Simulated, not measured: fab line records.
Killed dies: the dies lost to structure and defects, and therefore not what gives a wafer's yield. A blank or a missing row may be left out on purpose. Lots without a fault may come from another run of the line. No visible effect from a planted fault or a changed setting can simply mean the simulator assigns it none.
Chamber matching    flow n5Finfet    4 sister chambers for N5_HKMG_FIN_ETCH_54 on rieDiel-04
The step etches SiARC in CF4, target depth 45.5 nm, time 75.8 s. 4 wafers are shown with their chamber, then 11 later ones without.

## EACH WAFER AND ITS CHAMBER
wafer   chamber  throttleValvePct (%)
L085.2  3        16.10
L086.1  0        15.59
L086.5  1        15.67
L092.2  2        15.29

## WAFERS WHOSE CHAMBER IS MISSING
wafer   throttleValvePct (%)
L092.4  15.63
L092.5  15.34
L093.3  15.70
L093.5  15.70
L093.6  15.33
L095.1  15.71
L095.4  15.72
L095.6  15.32
L091.3  15.35
L091.4  15.66
L091.5  15.72

## WHICH CHAMBER EACH ONE RAN IN
wafer   from the rows above      in truth
L092.4  can't be placed: 1 or 0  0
L092.5  2                        2
L093.3  can't be placed: 1 or 0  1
L093.5  can't be placed: 1 or 0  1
L093.6  2                        2
L095.1  can't be placed: 1 or 0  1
L095.4  can't be placed: 1 or 0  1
L095.6  2                        2
L091.3  2                        2
L091.4  can't be placed: 1 or 0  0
L091.5  can't be placed: 1 or 0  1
4 of 11 placed correctly. Can't be placed from these rows: 7 (the true chamber is among the candidates in 7). 0 placed wrongly.
How it was worked out, from the rows above alone: a wafer's distance from a chamber is the root of the sum, over the readings, of the square of ((its reading less the chamber's mean) divided by the reading's scatter). If the next closest chamber is less than 2 further off than the closest, the wafer can't be placed; otherwise it belongs to the closest. For every chamber, the mean is computed from those of its wafers that are shown. The scatter (one wafer shown for each chamber): square how far every hidden wafer sits from the nearest shown wafer, average those squares and take the square root.
